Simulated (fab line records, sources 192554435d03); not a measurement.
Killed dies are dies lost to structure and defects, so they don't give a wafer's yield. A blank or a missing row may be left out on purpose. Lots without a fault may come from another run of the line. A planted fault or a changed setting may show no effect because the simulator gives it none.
A struck lot beside a sound one | flow n5_finfet | 14 steps out of a route of 1938
Sound: wafers L225.1, L225.4, L225.5. Struck: wafers L219.1, L219.3, L219.4. The cause comes at the end.
At each step with rows: each side's tool, then ch and its chambers, then its first start. Under that, the readings that differ: sound wafers | struck wafers | difference of the means | sigmas: that difference in standard deviations of wafers without a fault.
alike: readings whose means differ by less than 2 such deviations, and words and numbers that are the same on both sides. not compared: withheld readings, readings that some wafer has no value for, bounds like >300 that may hide the same value, and numbers for which the record gives no deviation and whose values overlap.
The two part at a step that has a row with sigmas, a row that says differs or no value, or rows on one side only. Numbers that don't overlap but have no deviation are shown without sigmas and don't part them. A reading that every wafer of one side lacks parts them only if that side has two wafers or more.

N5_BEOL_M15_STRIP_64: strips in O2.
  sound on rie_diel-04 ch 0,1,2; struck on rie_diel-04 ch 0,2,3
  alike: chamber_pressure_mTorr, drypump_motor_current_A, oes_product_au, rf_vpp_V, showerhead_plenum_p_Torr, throttle_valve_pct
  not compared: rf_hours_counter_h
then, 2 steps without rows for these wafers: N5_BEOL_M15_STRIP_65 (strips in post etch residue remover, time 60 s); N5_BEOL_M15_SRD_66 (time 30 s, dry time 30 s).
N5_BEOL_M15_CD_MEAS_17: target cd 360 nm.
  sound on cd_sem-02, day 15 02:12; struck on cd_sem-03, day 13 12:46
  alike: cd_nm
then, 1 step without rows for these wafers: N5_BEOL_M15_COAT_56 (time 60 s, resist thk 550 nm).
N5_BEOL_M15_ETCH_57: etches SOC in N2/H2, time 750 s.
  sound on rie_diel-01 ch 2,3, day 15 02:29; struck on rie_diel-03 ch 0,2, day 13 12:52
  alike: chamber_pressure_mTorr, drypump_motor_current_A, oes_product_au, rf_vpp_V, showerhead_plenum_p_Torr, throttle_valve_pct
  not compared: rf_hours_counter_h
then, 6 steps without rows for these wafers: N5_BEOL_M15_COAT_60 (time 60 s, resist thk 89 nm); N5_BEOL_M15_COAT_22 (resist thk 800 nm); N5_BEOL_M15_EBR_24; N5_BEOL_M15_SOFTBAKE_23 (time 60 s); N5_BEOL_M15_EXPOSE_25 (exposes mask M15, target cd 400 nm); N5_BEOL_M15_PEB_26 (peb time 90 s).
N5_BEOL_M15_DEVELOP_27: develop time 45 s.
  sound on litho_track-04 ch 0, day 15 03:10; struck on litho_track-05, day 13 13:31
  no value came back on the struck wafers for chill_plate_temp_C (C), develop_time_s (s); on the sound wafers chill_plate_temp_C (C) reads 23.03 23.07 22.91
  reading                                    | sound         | struck        | difference | sigmas
  model.coat_of_BEOL_M15_COAT_22.thk_nm (nm) | 791 791.8 793 | 803 800 802.4 | +10        |
then, 1 step without rows for these wafers: N5_BEOL_M15_HARDBAKE_32 (time 120 s).

WHERE THEY PART
Only at N5_BEOL_M15_DEVELOP_27, within this record.

WHY: what the simulator had put in
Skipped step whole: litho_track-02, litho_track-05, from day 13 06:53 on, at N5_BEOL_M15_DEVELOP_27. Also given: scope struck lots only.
